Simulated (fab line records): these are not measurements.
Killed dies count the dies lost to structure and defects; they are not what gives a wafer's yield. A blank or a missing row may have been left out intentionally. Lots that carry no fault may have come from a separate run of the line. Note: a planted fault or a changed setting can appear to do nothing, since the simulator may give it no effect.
Matching of chambers ; flow n5-finfet ; N5_BEOL_M14_ETCH_59 on rie-diel-03: 4 sister chambers
The step etches BARC in N2/H2, target depth 89 nm, overetch 26.7 nm, time 67.9 s. 4 wafers are shown with their chamber, then 8 later ones without.

WAFERS WITH THEIR CHAMBER
wafer;chamber;drypump-motor-current-A (A)
L083.4;2;6.0
L090.5;0;5.4
L090.6;3;5.5
L092.2;1;6.6

WAFERS MISSING THEIR CHAMBER
wafer;drypump-motor-current-A (A)
L092.4;5.4
L092.6;5.4
L094.1;6.5
L094.2;6.0
L094.6;5.5
L097.1;5.5
L097.2;6.6
L097.3;6.0

CHAMBER TAKEN BY EACH
wafer;from the rows above;in truth
L092.4;0;0
L092.6;0;0
L094.1;1;1
L094.2;2;2
L094.6;3;3
L097.1;3;3
L097.2;1;1
L097.3;2;2
Correctly placed: 8 of 8. Can't be placed from these rows: 0. Wrongly placed: 0.
How it was worked out, from the rows above alone: a wafer's distance from a chamber is the root of the sum, over the readings, of the square of ((its reading less the chamber's mean) divided by the reading's scatter). If the next closest chamber is less than 2 further off than the closest, the wafer can't be placed; otherwise it belongs to the closest. Each chamber's mean is taken over the wafers shown for it. The scatter: with one shown wafer a chamber, the root of the mean of the squares of how far each hidden wafer lies from its nearest shown one.
